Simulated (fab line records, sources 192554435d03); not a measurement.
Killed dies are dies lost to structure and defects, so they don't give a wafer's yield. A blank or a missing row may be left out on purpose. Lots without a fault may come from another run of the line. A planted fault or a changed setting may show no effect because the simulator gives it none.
Split-lot experiment | flow n5_finfet | 7 lots, 21 wafers read, on a route of 1938 steps

THE SPLIT
At N5_BEOL_M11_PECVD_70 (deposits SiO2 from TEOS/O2, target thk 20 nm, time 22.7 s), the setting temp_c was moved away from the recipe's 400 C on 9 of the 21 wafers read, by -3.1% to +4.0%. The other wafers ran this setting at the recipe's value.

The reading is taken at the split's own step.

THE READING
SiO2_of_BEOL_M11_PECVD_70.thk_nm (the simulator's own value, which no gauge read), in nm, at N5_BEOL_M11_PECVD_70 (deposits SiO2 from TEOS/O2, target thk 20 nm, time 22.7 s). The file gives no usual value for it. The 12 wafers here that ran the recipe average 19.7 nm, standard deviation 0.3 nm.

wafer  | tool, chamber at the split | temp_c as run, C | against the recipe | SiO2_of_BEOL_M11_PECVD_70.thk_nm, nm | against lot-mates on the recipe
L075.1 | pecvd-03, 0,2              | 400              | recipe             | 19.2                                 | -
L075.2 | pecvd-03, 0,2              | 400              | recipe             | 19.2                                 | -
L075.4 | pecvd-03, 2                | 400              | recipe             | 19.4                                 | -
L078.2 | pecvd-04, 0                | 400              | recipe             | 19.8                                 | -
L078.5 | pecvd-04, 1                | 412.7            | +3.2%              | 18.6                                 | -1.3
L078.6 | pecvd-04, 2                | 400              | recipe             | 20                                   | -
L082.3 | pecvd-03, 1                | 400              | recipe             | 20.2                                 | -
L082.4 | pecvd-03, 0,2              | 400              | recipe             | 19.8                                 | -
L082.5 | pecvd-03, 0,2              | 400              | recipe             | 19.8                                 | -
L080.2 | pecvd-03, 1                | 409.7            | +2.4%              | 18.6                                 | -1.2
L080.3 | pecvd-03, 2                | 409.7            | +2.4%              | 18.2                                 | -1.6
L080.5 | pecvd-03, 2                | 400              | recipe             | 19.8                                 | -
L079.1 | pecvd-04, 0,1              | 389.4            | -2.7%              | 21.2                                 | no lot-mate on the recipe
L079.3 | pecvd-04, 0,1              | 389.4            | -2.7%              | 21.2                                 | no lot-mate on the recipe
L079.4 | pecvd-04, 2                | 389.4            | -2.7%              | 21.4                                 | no lot-mate on the recipe
L088.1 | pecvd-04, 2                | 387.7            | -3.1%              | 20.8                                 | +0.8
L088.5 | pecvd-04, 1                | 387.7            | -3.1%              | 21.6                                 | +1.6
L088.6 | pecvd-04, 0                | 400              | recipe             | 20                                   | -
L089.1 | pecvd-04, 0                | 400              | recipe             | 19.6                                 | -
L089.4 | pecvd-04, 1                | 400              | recipe             | 19.8                                 | -
L089.6 | pecvd-04, 2                | 416.2            | +4.0%              | 17.4                                 | -2.3
Where a row lists several chambers, the file gives one row for several wafers and doesn't say which wafer went through which chamber.

THE FIT
A straight line over all 21 wafers: SiO2_of_BEOL_M11_PECVD_70.thk_nm changes by -0.52 nm for each +1% of temp_c; r = -0.96; the points scatter about the line by 0.32 nm.
The same after taking each lot's own level away (the mean of its wafers on the recipe; 18 wafers): -0.476 nm for each +1%; r = -0.96; scatter 0.24 nm.
On that fit, the largest move of temp_c shifts the reading by 1.9 nm.
The lots' own levels span 19.27 to 20.00 nm, that is 2.4 times the standard deviation above.
So the lot-to-lot level changes the slope little: the two slopes agree.
Check: with one of the wafers moved furthest among these (+4.0%) left out of the fit, the line predicts -1.86 nm for it against its lot-mates. It came out at -2.3 nm against them.

THE FILE'S OWN FIT
SiO2_of_BEOL_M11_PECVD_70.thk_nm changes by -0.491 nm for each +1% of temp_c, r = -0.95.
